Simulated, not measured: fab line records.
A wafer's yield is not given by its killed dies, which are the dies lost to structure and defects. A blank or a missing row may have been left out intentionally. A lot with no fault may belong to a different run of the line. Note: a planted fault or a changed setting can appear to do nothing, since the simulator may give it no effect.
fab line records | flow nandHarc
[record] lots = 6 | wafers = 18 | lastDay = 33
route steps=1302 shown A_SLIT@946 A_SIN_REMOVE@947 A_WL_FILL@952 A_CONTACT@983 END@1302
lots untouched by any fault: they come from a run of this same line in which no faults occurred
startH: hours from the record's opening day to when the first of the lot's shown wafers began | waitH: hours since the lot's step before | " repeats the value in the row above | L1.1+2: several wafers, shown together as one row | - no value present, or no start provided | * or withheld: withheld | < > ~ a bound
route shown NAME@n: names a module that has steps shown in the file, with the first one's number in the route | usual: average and standard deviation across the fault-free wafers | same: alike in all rows | chamber/n: place in a boat | sites: per-site readings | _std_site: standard deviation across them | _edge_site: inner sites' mean taken away from outer sites' mean | radiusMm: for every site, how far away it sits from the centre of the wafer | mask NAME#n: copy n | behind: the most recent tool/chamber to have shaped the wafer | hold: cause of the lot's hold/its duration in hours/its outcome | device: which transistor (n, p or np) failed to switch | end of line: at the end of the route, the tests of the same wafers | a step without rows: its recipe alone | killed: the dies lost at the first sort to structure and to defects; this is not the yield of the wafer | map: a wafer's dies, x killed, . not, _ none there
set.NAME: the setting as run; set.NAME@STEP: as run at that earlier step | model.NAME: the simulator's own value behind a step, which no gauge read
a table for each step, a row for each wafer; lots at some steps of the route
services: from which hour (startH, from the record's first day; less than 0 if before it) a tool's chamber was out of use, for how many hours, and why
[[steps]]
[step NHARC_A_SLIT_CD_MEAS_21]
[usual] cdNm = 289.7/0.92
lot.wafer | tool     | chamber | startH | waitH | cdNm
L681.1    | cdSem-03 | -       | 465.52 | -     | 288.7
L681.3    | "        | -       | "      | "     | 289.6
L681.5    | "        | -       | "      | "     | 288.6
L685.1    | cdSem-03 | -       | 494.72 | 0.1   | 290.4
L685.3    | "        | -       | "      | "     | 290.2
L685.4    | "        | -       | "      | "     | 290.9
L690.2    | cdSem-02 | -       | 564.28 | -     | 290.8
L690.4    | "        | -       | "      | "     | 290.6
L690.5    | "        | -       | "      | "     | 289.9
L692.1    | cdSem-02 | -       | 571.86 | -     | 289.1
L692.2    | "        | -       | "      | "     | 287.6
L692.3    | "        | -       | "      | "     | 288.9
L696.2    | cdSem-02 | -       | 605.70 | -     | 288.9
L696.3    | "        | -       | "      | "     | 289.9
L696.5    | "        | -       | "      | "     | 290.2
L703.1    | cdSem-03 | -       | 677.00 | -     | 289.9
L703.2    | "        | -       | "      | "     | 290.8
L703.5    | "        | -       | "      | "     | 291.2
[step NHARC_A_SIN_REMOVE_WET_00]
[recipe] tempC = 160 | timeS = 15300 | chemistry = H3PO4
[step NHARC_A_SIN_REMOVE_PRECLEAN_01]
[recipe] timeS = * | tempC = 50 | bathAgeMin = 0 | chemistry = SC1
[step NHARC_A_SIN_REMOVE_SRD_02]
[step NHARC_A_SIN_REMOVE_INSPECT_04]
[usual] rawDefectCount = 364/75
lot.wafer | tool             | chamber | startH | waitH | rawDefectCount
L681.1    | defectInspect-02 | -       | 472.09 | 0.0   | 539
L681.3    | "                | -       | "      | "     | 439
L681.5    | "                | -       | "      | "     | 417
L685.1    | defectInspect-01 | -       | 501.24 | 0.0   | 358
L685.3    | "                | -       | "      | "     | 246
L685.4    | "                | -       | "      | "     | 367
L690.2    | defectInspect-01 | -       | 570.90 | 0.0   | 287
L690.4    | "                | -       | "      | "     | 329
L690.5    | "                | -       | "      | "     | 341
L692.1    | defectInspect-01 | -       | 578.52 | 0.0   | 342
L692.2    | "                | -       | "      | "     | 329
L692.3    | "                | -       | "      | "     | 319
L696.2    | defectInspect-02 | -       | 612.70 | 0.0   | 421
L696.3    | "                | -       | "      | "     | 475
L696.5    | "                | -       | "      | "     | 424
L703.1    | defectInspect-02 | -       | 682.35 | 0.0   | 322
L703.2    | "                | -       | "      | "     | 539
L703.5    | "                | -       | "      | "     | 340
[step NHARC_A_WL_FILL_ALD_00]
[recipe] targetThkA = 30 | pulseTimeS = 3 | aldCycles = 30 | tempC = 300 | material = Al2O3
[step NHARC_A_WL_FILL_RTA_01]
[recipe] tempC = 1000 | timeS = 5
[usual] lampPowerPct = 30.4/1.4 | wafer_temp_C_max = 1008.3/1.4
lot.wafer | tool         | chamber | startH | waitH | lampPowerPct | wafer_temp_C_max
L681.1    | rtpAnneal-01 | 0       | 472.43 | -     | 31.9         | 1009.6
L681.3    | "            | 0       | "      | "     | 31.9         | 1007.4
L681.5    | "            | 0       | "      | "     | 32.0         | 1008.3
L685.1    | rtpAnneal-01 | 0       | 501.57 | -     | 31.9         | 1009.3
L685.3    | "            | 0       | "      | "     | 31.9         | 1006.6
L685.4    | "            | 0       | "      | "     | 31.9         | 1010.8
L690.2    | rtpAnneal-02 | 0       | 571.25 | -     | 29.0         | 1007.8
L690.4    | "            | 0       | "      | "     | 29.1         | 1010.5
L690.5    | "            | 0       | "      | "     | 29.0         | 1008.2
L692.1    | rtpAnneal-02 | 0       | 578.88 | -     | 29.1         | 1008.5
L692.2    | "            | 0       | "      | "     | 29.0         | 1009.2
L692.3    | "            | 0       | "      | "     | 29.0         | 1008.6
L696.2    | rtpAnneal-01 | 0       | 613.06 | -     | 31.9         | 1007.6
L696.3    | "            | 0       | "      | "     | 31.9         | 1006.7
L696.5    | "            | 0       | "      | "     | 31.9         | 1008.4
L703.1    | rtpAnneal-01 | 0       | 682.69 | -     | 31.9         | 1008.4
L703.2    | "            | 0       | "      | "     | 31.9         | 1007.6
L703.5    | "            | 0       | "      | "     | 31.9         | 1008.2
[step NHARC_A_WL_FILL_ALD_02]
[recipe] targetThkA = 20 | pulseTimeS = 3 | aldCycles = 100 | tempC = 450 | material = TiN
[usual] heaterPowerOuterW = 677/90 | heaterPowerW = 1067/120 | precursorPulseHeightRel = 0.999/0.021
lot.wafer | tool        | chamber | startH | waitH | heaterPowerOuterW | heaterPowerW | precursorPulseHeightRel
L681.3    | aldMetal-03 | 3       | 472.65 | 0.1   | 695               | 1082         | 0.980
L681.1    | "           | 1       | "      | "     | 571               | 997          | 1.021
L681.5    | "           | 0       | "      | "     | 590               | 953          | 1.001
L685.3    | aldMetal-04 | 3       | 501.79 | 0.1   | 854               | 1256         | 0.995
L685.4    | "           | 1       | "      | "     | 703               | 1114         | 1.028
L685.1    | "           | 2       | "      | "     | 604               | 944          | 0.981
L690.2    | aldMetal-04 | 1       | 571.51 | 0.2   | 692               | 1122         | 1.008
L690.4    | "           | 2       | "      | "     | 608               | 951          | 1.011
L690.5    | "           | 0       | "      | "     | 730               | 1156         | 1.050
L692.3    | aldMetal-03 | 0       | 579.14 | 0.2   | 630               | 988          | 0.992
L692.1    | "           | 1       | "      | "     | 589               | 1015         | 1.032
L692.2    | "           | 2       | "      | "     | 800               | 1287         | 1.000
L696.2    | aldMetal-04 | 0       | 613.25 | 0.2   | 707               | 1156         | 0.952
L696.3    | "           | 3       | "      | "     | 875               | 1246         | 1.018
L696.5    | "           | 0       | "      | "     | 730               | 1182         | 0.987
L703.1    | aldMetal-03 | 1       | 682.94 | 0.2   | 594               | 966          | 1.002
L703.2    | "           | 2       | "      | "     | 784               | 1326         | 1.037
L703.5    | "           | 1       | "      | "     | 582               | 1005         | 1.001
[step NHARC_A_WL_FILL_CVD_03]
[recipe] targetThkA = 400 | tempC = 300 | pressureTorr = 40 | wf6FlowSccm = 40 | h2FlowSccm = 1600 | arFlowSccm = 1560 | timeS = 279 | material = W
[usual] heaterPowerOuterW = 243/9.5 | heaterPowerW = 461/14 | throttleValvePct = 8.0/0.36
lot.wafer | tool    | chamber | startH | waitH | heaterPowerOuterW | heaterPowerW | throttleValvePct
L681.1    | cvdW-02 | 1       | 473.09 | 0.1   | 242               | 469          | 7.6
L681.3    | "       | 0       | "      | "     | 246               | 461          | 8.5
L681.5    | "       | 0       | "      | "     | 243               | 460          | 8.1
L685.1    | cvdW-01 | 1       | 502.22 | 0.1   | 258               | 487          | 7.9
L685.3    | "       | 1       | "      | "     | 257               | 478          | 8.3
L685.4    | "       | 1       | "      | "     | 254               | 472          | 8.0
L690.2    | cvdW-02 | 0       | 571.92 | 0.1   | 247               | 459          | 8.4
L690.4    | "       | 0       | "      | "     | 244               | 461          | 8.5
L690.5    | "       | 1       | "      | "     | 241               | 466          | 7.5
L692.2    | cvdW-01 | 1       | 579.54 | 0.1   | 257               | 470          | 8.3
L692.1    | "       | 0       | "      | "     | 233               | 439          | 7.4
L692.3    | "       | 0       | "      | "     | 236               | 436          | 7.3
L696.2    | cvdW-02 | 1       | 613.69 | 0.1   | 246               | 459          | 8.0
L696.3    | "       | 1       | "      | "     | 241               | 477          | 8.0
L696.5    | "       | 0       | "      | "     | 248               | 464          | 8.3
L703.2    | cvdW-02 | 0       | 683.34 | 0.1   | 231               | 431          | 8.4
L703.1    | "       | 1       | "      | "     | 238               | 447          | 8.0
L703.5    | "       | 0       | "      | "     | 239               | 435          | 8.0
[step NHARC_A_WL_FILL_ETCHBACK_04]
[recipe] targetDepthA = 600 | timeS = 120 | chemistry = NF3
[step NHARC_A_WL_FILL_ETCHBACK_05]
[recipe] targetDepthA = 220 | timeS = 60 | tempC = 40 | chemistry = Cl2/BCl3
[usual] drypumpMotorCurrentA = 5.6/0.37 | oesProductAu = 1.001/0.013
lot.wafer | tool        | chamber | startH | waitH | drypumpMotorCurrentA | oesProductAu | rfHoursCounterH
L681.1    | rieMetal-01 | 1       | 473.71 | 0.2   | 5.0                  | 0.983        | 0.9
L681.3    | "           | 0       | "      | "     | 5.7                  | 0.994        | -
L681.5    | "           | 0       | "      | "     | 5.7                  | 0.994        | -
L685.1    | rieMetal-02 | 0       | 503.14 | 0.2   | 5.8                  | 0.990        | 0.7
L685.4    | "           | 0       | "      | "     | 5.8                  | 0.993        | -
L685.3    | "           | 1       | "      | "     | 5.6                  | 0.998        | -
L690.2    | rieMetal-01 | 1       | 572.50 | 0.2   | 5.0                  | 0.972        | 3.0
L690.4    | "           | 0       | "      | "     | 5.7                  | 1.008        | -
L690.5    | "           | 1       | "      | "     | 5.0                  | 0.979        | -
L692.1    | rieMetal-01 | 1       | 580.15 | 0.2   | 5.0                  | 0.989        | 3.2
L692.2    | "           | 0       | "      | "     | 5.7                  | 0.998        | 3.2
L692.3    | "           | 0       | "      | "     | 5.7                  | 1.000        | -
L696.2    | rieMetal-02 | 1       | 614.31 | 0.2   | 5.6                  | 1.001        | 2.5
L696.3    | "           | 1       | "      | "     | 5.6                  | 0.998        | -
L696.5    | "           | 0       | "      | "     | 5.8                  | 0.985        | -
L703.2    | rieMetal-02 | 1       | 683.95 | 0.2   | 5.6                  | 1.001        | 1.0
L703.1    | "           | 0       | "      | "     | 5.8                  | 0.994        | 1.0
L703.5    | "           | 0       | "      | "     | 5.8                  | 0.995        | -
[step NHARC_A_WL_FILL_STRIP_27]
[recipe] powerW = 1500 | tempC = 250 | timeS = 20 | chemistry = N2/H2
[usual] drypumpMotorCurrentA = 5.6/0.43 | heaterPowerW = 317/33
lot.wafer | tool           | chamber | startH | waitH | drypumpMotorCurrentA | heaterPowerW | rfHoursCounterH
L681.1    | plasmaAsher-01 | 1       | 473.85 | 0.1   | 6.2                  | 270          | 31
L681.3    | "              | 0       | "      | "     | 5.4                  | 294          | -
L681.5    | "              | 1       | "      | "     | 6.2                  | 281          | -
L685.1    | plasmaAsher-02 | 1       | 503.30 | 0.1   | 5.0                  | 345          | 8
L685.3    | "              | 0       | "      | "     | 5.7                  | 352          | -
L685.4    | "              | 1       | "      | "     | 5.0                  | 356          | -
L690.2    | plasmaAsher-02 | 0       | 572.64 | 0.1   | 5.7                  | 343          | 24
L690.4    | "              | 1       | "      | "     | 5.0                  | 353          | -
L690.5    | "              | 1       | "      | "     | 5.0                  | 344          | -
L692.2    | plasmaAsher-02 | 0       | 580.29 | 0.1   | 5.7                  | 347          | 24
L692.1    | "              | 1       | "      | "     | 5.0                  | 346          | 24
L692.3    | "              | 1       | "      | "     | 5.0                  | 352          | -
L696.2    | plasmaAsher-02 | 0       | 614.45 | 0.1   | 5.7                  | 342          | 0
L696.3    | "              | 1       | "      | "     | 5.0                  | 343          | -
L696.5    | "              | 0       | "      | "     | 5.7                  | 345          | -
L703.1    | plasmaAsher-02 | 1       | 684.09 | 0.1   | 5.0                  | 341          | 15
L703.2    | "              | 0       | "      | "     | 5.7                  | 340          | 15
L703.5    | "              | 1       | "      | "     | 5.0                  | 350          | -
[step NHARC_A_WL_FILL_STRIP_28]
[recipe] timeS = 1200 | tempC = 72.5 | chemistry = postEtchResidueRemover
[step NHARC_A_WL_FILL_PRECLEAN_06]
[recipe] timeS = 300 | chemistry = DIW
[step NHARC_A_WL_FILL_SRD_07]
[step NHARC_A_WL_FILL_ANNEAL_08]
[recipe] tempC = 450 | timeS = 1800
[step NHARC_A_WL_FILL_ALD_10]
[recipe] targetThkA = 500 | pulseTimeS = 10 | aldCycles = 500 | tempC = 300 | material = SiO2
[step NHARC_A_WL_FILL_ETCHBACK_16]
[recipe] targetDepthA = 1200 | timeS = 24 | c4f8FlowSccm = withheld | o2FlowSccm = 8 | arFlowSccm = withheld | rfW = 600 | biasW = 800 | chemistry = C4F8/O2/Ar
[step NHARC_A_WL_FILL_STRIP_29]
[recipe] timeS = 20 | o2FlowSccm = 500 | arFlowSccm = 0 | biasW = 0 | chemistry = O2
[step NHARC_A_WL_FILL_ETCHBACK_17]
[recipe] targetDepthA = 40 | timeS = 26.7 | chemistry = Cl2/BCl3
[step NHARC_A_WL_FILL_PRECLEAN_18]
[recipe] timeS = 30 | chemistry = dHF
[step NHARC_A_WL_FILL_SRD_21]
[step NHARC_A_WL_FILL_CVD_23]
[recipe] targetThkA = 400 | tempC = 620 | pressureMtorr = 200 | timeS = 800 | material = poly-Si
[step NHARC_A_WL_FILL_ETCHBACK_26]
[recipe] targetDepthA = 520 | timeS = 13.3 | hbrFlowSccm = 150 | rfW = 350 | icpW = 350 | biasW = 60 | chemistry = HBr
[step NHARC_A_WL_FILL_PRECLEAN_30]
[recipe] timeS = 10 | chemistry = dHF
[step NHARC_A_WL_FILL_SRD_14]
[step NHARC_A_WL_FILL_ALD_19]
[recipe] targetThkA = 20 | pulseTimeS = 3 | aldCycles = 100 | tempC = 450 | material = TiN
[step NHARC_A_WL_FILL_CVD_20]
[recipe] targetThkA = 1000 | tempC = 400 | pressureTorr = 40 | wf6FlowSccm = 40 | h2FlowSccm = 1600 | arFlowSccm = 1560 | timeS = 74 | material = W
[step NHARC_A_WL_FILL_CMP_12]
[recipe] tOverpolishS = 30 | targetThkNm = 100
[usual] motorCurrentA = 12.7/1.1 | overpolishRunS = 30.000/0.0084 | retainingRingPressureFrac = 1.000/0.0051 | slurryFlowMlMin = 150.0/0.48 | timeToEndpointS = 20.2/2.9
lot.wafer | tool   | chamber | startH | waitH | motorCurrentA | overpolishRunS | retainingRingPressureFrac | slurryFlowMlMin | timeToEndpointS
L681.3    | cmp-01 | 2       | 500.45 | 0.2   | 13.5          | 30.001         | 1.001                     | 150.4           | 20.9
L681.1    | "      | 3       | "      | "     | 11.8          | 29.995         | 1.002                     | 150.3           | 21.6
L681.5    | "      | 1       | "      | "     | 13.1          | 30.004         | 0.998                     | 150.0           | 20.2
L685.3    | cmp-04 | 0       | 524.23 | 0.1   | 11.7          | 30.000         | 0.997                     | 150.2           | 21.3
L685.4    | "      | 1       | "      | "     | 13.2          | 30.000         | 0.995                     | 149.9           | 23.1
L685.1    | "      | 2       | "      | "     | 11.7          | 29.996         | 1.003                     | 150.7           | 17.5
L690.4    | cmp-01 | 3       | 590.27 | 0.1   | 12.0          | 29.994         | 1.003                     | 150.0           | 22.4
L690.2    | "      | 1       | "      | "     | 12.1          | 30.013         | 0.997                     | 149.7           | 20.6
L690.5    | "      | 3       | "      | "     | 12.4          | 29.995         | 1.000                     | 149.8           | 22.2
L692.1    | cmp-04 | 0       | 597.07 | 0.1   | 11.4          | 30.001         | 1.001                     | 150.0           | 21.4
L692.2    | "      | 1       | "      | "     | 13.5          | 29.994         | 1.002                     | 150.2           | 20.2
L692.3    | "      | 3       | "      | "     | 11.8          | 29.997         | 0.996                     | 149.5           | 15.6
L696.3    | cmp-03 | 0       | 629.04 | 0.2   | 13.2          | 29.990         | 0.993                     | 149.3           | 20.1
L696.2    | "      | 1       | "      | "     | 13.0          | 30.023         | 1.003                     | 149.9           | 19.3
L696.5    | "      | 2       | "      | "     | 12.0          | 29.999         | 1.019                     | 150.6           | 19.2
L703.1    | cmp-03 | 0       | 700.38 | 0.2   | 12.7          | 30.009         | 1.004                     | 149.3           | 20.4
L703.2    | "      | 1       | "      | "     | 12.7          | 29.985         | 1.001                     | 150.6           | 20.8
L703.5    | "      | 1       | "      | "     | 12.6          | 30.007         | 1.001                     | 149.9           | 20.8
[step NHARC_A_WL_FILL_SRD_31]
[step NHARC_A_CONTACT_DEP_24]
[recipe] targetThkA = 5000 | tempC = 400 | pressureTorr = 6.5 | rfW = 900 | teosFlowSccm = 161.4 | flowSccm = 2650 | targetThkNm = 500 | gas = O2 | material = SiO2
[step NHARC_A_CONTACT_DEP_28]
[recipe] targetThkA = 70000 | tempC = 400 | material = aC
[step NHARC_A_CONTACT_DEP_29]
[recipe] targetThkA = 1000 | targetThkNm = 100 | tempC = 400 | pressureTorr = 3.5 | flowSccm = 200 | rfW = 350 | material = SiON
[step NHARC_A_CONTACT_DEHYDRATE_32]
[recipe] tempC = 150 | timeS = 120
[step NHARC_A_CONTACT_DESCUM_47]
[recipe] timeS = 3 | o2FlowSccm = 200 | arFlowSccm = 0 | biasPowerW = 0 | chemistry = O2
[usual] drypumpMotorCurrentA = 5.6/0.58 | oesProductAu = 0.998/0.0095 | rfVppV = 58.0/0.91 | showerheadPlenumPTorr = 1.94/0.1 | throttleValvePct = 11.311/0.0085
lot.wafer | tool       | chamber | startH | waitH | hold                    | drypumpMotorCurrentA | oesProductAu | rfHoursCounterH | rfVppV | showerheadPlenumPTorr | throttleValvePct
L681.1    | rieDiel-02 | 2       | 506.99 | 0.1   | -                       | 6.3                  | 0.995        | 36              | 58.7   | 1.97                  | 11.324
L681.3    | "          | 3       | "      | "     | -                       | 5.3                  | 1.009        | 35              | 59.0   | 1.89                  | 11.307
L681.5    | "          | 3       | "      | "     | -                       | 5.2                  | 1.004        | -               | 58.5   | 1.89                  | 11.308
L685.1    | rieDiel-13 | 3       | 530.55 | 0.1   | -                       | 4.8                  | 0.993        | 0               | 58.0   | 1.80                  | 11.309
L685.3    | "          | 0       | "      | "     | -                       | 5.1                  | 0.998        | 0               | 58.8   | 2.08                  | 11.314
L685.4    | "          | 1       | "      | "     | -                       | 5.7                  | 0.986        | 0               | 58.1   | 1.94                  | 11.311
L690.4    | rieDiel-10 | 1       | 598.19 | 1.3   | awaitDispo/1.0h/release | 6.5                  | 1.005        | 62              | 57.1   | 1.81                  | 11.319
L690.2    | "          | 2       | "      | "     | awaitDispo/1.0h/release | 5.1                  | 1.000        | 63              | 57.1   | 2.06                  | 11.315
L690.5    | "          | 0       | "      | "     | awaitDispo/1.0h/release | 5.5                  | 0.995        | -               | 57.3   | 1.96                  | 11.315
L692.3    | rieDiel-02 | 2       | 609.39 | 4.3   | awaitDispo/4.2h/release | 6.3                  | 0.982        | 7               | 58.9   | 1.96                  | 11.303
L692.2    | "          | 3       | "      | "     | awaitDispo/4.2h/release | 5.3                  | 0.993        | 9               | 57.8   | 1.88                  | 11.325
L692.1    | "          | 1       | "      | "     | awaitDispo/4.2h/release | 5.4                  | 1.001        | 8               | 58.5   | 2.01                  | 11.315
L696.3    | rieDiel-10 | 1       | 635.49 | 0.1   | -                       | 6.5                  | 1.007        | 10              | 57.1   | 1.81                  | 11.318
L696.2    | "          | 3       | "      | "     | -                       | 6.7                  | 1.002        | 10              | 59.1   | 1.97                  | 11.308
L696.5    | "          | 2       | "      | "     | -                       | 5.1                  | 0.987        | -               | 58.8   | 2.05                  | 11.316
L703.2    | rieDiel-02 | 3       | 709.22 | 0.1   | -                       | 5.3                  | 1.007        | 44              | 57.6   | 1.87                  | 11.315
L703.1    | "          | 0       | "      | "     | -                       | 5.9                  | 0.999        | 36              | 56.2   | 1.77                  | 11.321
L703.5    | "          | 2       | "      | "     | -                       | 6.2                  | 0.982        | -               | 57.0   | 1.94                  | 11.305
[step NHARC_END_SORT_01]
[recipe] tempC = 25
[usual] killedAtArray = 55/12 | killedAtOther = 1.0/1.2 | killedAtPeriphery = 3.9/2.6 | killedDies = 60/12 | killedOpen = 3.3/1.9 | killedShort = 2.5/1.8
[same] grossDies = 677
lot.wafer | tool      | chamber | startH | waitH | killedAtArray | killedAtOther | killedAtPeriphery | killedDies | killedOpen | killedShort
L692.1    | prober-01 | 0       | 693.95 | 2.5   | 76            | 0             | 5                 | 81         | 3          | 1
L692.2    | prober-01 | 0       | 694.76 | 2.8   | 119           | 0             | 1                 | 120        | 5          | 2
L692.3    | prober-01 | 0       | 695.57 | 3.1   | 122           | 0             | 0                 | 122        | 2          | 2
L690.2    | prober-02 | 0       | 694.70 | 2.8   | 101           | 0             | 7                 | 108        | 7          | 3
L690.4    | prober-02 | 0       | 696.30 | 3.4   | 130           | 2             | 1                 | 133        | 4          | 0
L690.5    | prober-02 | 0       | 697.11 | 3.7   | 100           | 0             | 2                 | 102        | 3          | 2
// killed by level:class
L692.1 A_WL_FILL:unspecified=37 A_CHANNEL_HOLE_D1:chamberFilmFlake=25 A_CONTACT:chamberFilmFlake=7 P_CONTACT:geometricParticle:open=2 A_CHANNEL_HOLE_D2:geometricParticle:short=1 A_SGD_CUT:geometricParticle:open=1 A_ZERO_WELL:chamberFilmFlake=1 P_ZERO_WELL:chamberFilmFlake=1
L690.2 A_WL_FILL:unspecified=36 A_CHANNEL_HOLE_D1:chamberFilmFlake=24 A_CHANNEL_HOLE_D2:chamberFilmFlake=14 A_CONTACT:chamberFilmFlake=10 A_ZERO_WELL:chamberFilmFlake=4 A_SLIT:chamberFilmFlake=4 P_GATE:geometricParticle:open=2 A_CHANNEL_FILL_D2:geometricParticle:short=2
L692.2 A_WL_FILL:unspecified=78 A_CHANNEL_HOLE_D1:chamberFilmFlake=24 A_CHANNEL_FILL_D1:geometricParticle:open=2 A_CHANNEL_FILL_D2:chamberFilmFlake=2 A_CONTACT:chamberFilmFlake=2 A_M0:chamberFilmFlake=2 P_M0:geometricParticle:open=1 A_DECK1_JOINT:geometricParticle:short=1
L692.3 A_WL_FILL:unspecified=76 A_CHANNEL_HOLE_D1:chamberFilmFlake=28 A_SLIT:chamberFilmFlake=6 A_CONTACT:chamberFilmFlake=6 A_CHANNEL_HOLE_D2:geometricParticle:open=1 A_WL_FILL:geometricParticle:short=1 A_CONTACT:geometricParticle:short=1 A_M1:geometricParticle:open=1
L690.4 A_WL_FILL:unspecified=77 A_CHANNEL_HOLE_D1:chamberFilmFlake=32 A_CHANNEL_HOLE_D2:chamberFilmFlake=12 A_CHANNEL_FILL_D1:geometricParticle:open=2 THIN_TSV:chamberFilmFlake=2 A_CHANNEL_FILL_D2:geometricParticle:open=1 A_SGD_CUT:geometricParticle:open=1 P_GATE:chamberFilmFlake=1
L690.5 A_WL_FILL:unspecified=40 A_CHANNEL_HOLE_D1:chamberFilmFlake=26 A_CHANNEL_HOLE_D2:chamberFilmFlake=21 A_CONTACT:chamberFilmFlake=3 A_WL_FILL:chamberFilmFlake=2 P_CONTACT:geometricParticle:open=1 A_CHANNEL_FILL_D1:geometricParticle:open=1 A_CHANNEL_FILL_D2:geometricParticle:short=1
// map L690.4 (x killed, . not)
____________.____________
_________......._________
_______..........._______
______.....x.......______
_____..............._____
____.................____
____.................____
___...................___
___...................___
__.....................__
__.x...x...............__
_...............x......._
_..xx.x................._
_.....x................._
_..xx.x.....x..........._
_.x.x.....x............._
......xx.xxxx............
....xx.xxxxxxx...........
.......xxxxxxxx..........
....x..xxxxxxx...........
....x.xxxxxxxx...........
_.....x.xxxxxx.........._
_.....xxxxxxxxx.x...x.xx_
_.......xxxxxxx....xxxxx_
_.....xxxxxxx......xxxx._
_......xxxxx.x......xxx._
__......xxx.x....xx.xxx__
__...............xxxxxx__
___.......x.......xxxx___
___.............x..xxx___
____................x____
____.................____
_____..............._____
______..........x..______
_______..........._______
_________......._________
____________.____________
// map L692.3 (x killed, . not)
____________.____________
_________......._________
_______..........._______
______.............______
_____..............._____
____.................____
____...x.............____
___...................___
___...................___
__.....................__
__.....................__
_....x.................._
_......x...x............_
_......................._
_.......xx.xx..........._
_.......x.x........x...._
.....x..x.xx...x.........
...x.x.x.xxxxxx..........
.......xxxxxxx...........
......xxxxxxxx...........
.......xxxxxxxx.......x..
_.......xxxxxx.........._
_......xxxxxx.....x....._
_.....xxxxxxxx......xxx._
_......xxxxxxx...x..xxx._
_........xxxx.......xxxx_
__.......xx.x....xxxxx.__
__..x......x......xxxxx__
___................xxx___
___...x...........xxx.___
____x............x.xx____
____...x....x.....x..____
_____.............x._____
______.............______
_______..........._______
_________......._________
____________.____________
[[services]]
tool           | chamber | startH | hours | kind
cvdW-02        | -       | 450.11 | 13.0  | pm
plasmaAsher-02 | -       | 452.03 | 14.8  | repair
cmp-04         | -       | 453.16 | 2.5   | repair
rieMetal-02    | -       | 454.07 | 9.0   | pm
aldMetal-04    | -       | 474.00 | 10.0  | pm
aldMetal-03    | 1       | 498.99 | 24.6  | repair
plasmaAsher-02 | -       | 501.49 | 0.6   | repair
rieDiel-02     | -       | 529.25 | 1.3   | repair
cvdW-02        | 1       | 533.44 | 13.9  | repair
plasmaAsher-02 | -       | 535.60 | 8.6   | repair
rieDiel-02     | -       | 571.15 | 9.0   | pm
rieDiel-02     | 0       | 602.62 | 32.6  | repair
plasmaAsher-02 | -       | 603.23 | 9.0   | pm
rieMetal-01    | -       | 609.81 | 9.0   | pm
rieMetal-02    | -       | 631.07 | 9.0   | pm
cvdW-02        | -       | 631.11 | 13.0  | pm
aldMetal-04    | 1       | 634.07 | 6.4   | repair
aldMetal-04    | -       | 652.00 | 10.0  | pm
rieDiel-02     | 1       | 662.03 | 4.3   | repair
rieDiel-02     | 1       | 679.68 | 2.1   | repair
aldMetal-04    | 1       | 679.85 | 26.4  | repair
rieDiel-02     | 2       | 688.57 | 2.7   | repair
rieDiel-02     | -       | 706.52 | 0.7   | repair
cvdW-02        | -       | 706.86 | 1.4   | repair
[[key]]
[firstSign] step = NHARC_END_SORT_01 | reading = killedAtArray | direction = up | sigmas = 4.4 | usual = 55 | struck = 108
[effect] step = NHARC_END_SORT_01 | reading = killedDies | direction = up | sigmas = 4.3 | usual = 60 | struck = 111
[moreKillsBornAt] NHARC_A_WL_FILL_ETCHBACK_05@rieMetal-01 = 344
metAt NHARC_A_WL_FILL_ETCHBACK_05
struckWafers L690.2,L690.4,L690.5,L692.1,L692.2,L692.3
testerLeftOut L690,L692
onsetBetween 473.71 572.50
alsoFits NHARC_A_WL_FILL_RTA_01:rtpAnneal-02
[fault] kind = chamberParticleSource | tool = rieMetal-01 | chamber = - | onsetH = 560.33 | steps = NHARC_A_WL_FILL_ETCHBACK_05 | ratePerVisitCm2 = 0.61648 | endH = 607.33
// testerLeftOut: of these lots the tester's yield and bins aren't shown, on N5 and GAA mostly nor the transistor test; their killed dies are dies lost to structure and defects alone, not to doping, threshold or leakage, so they don't give the yield
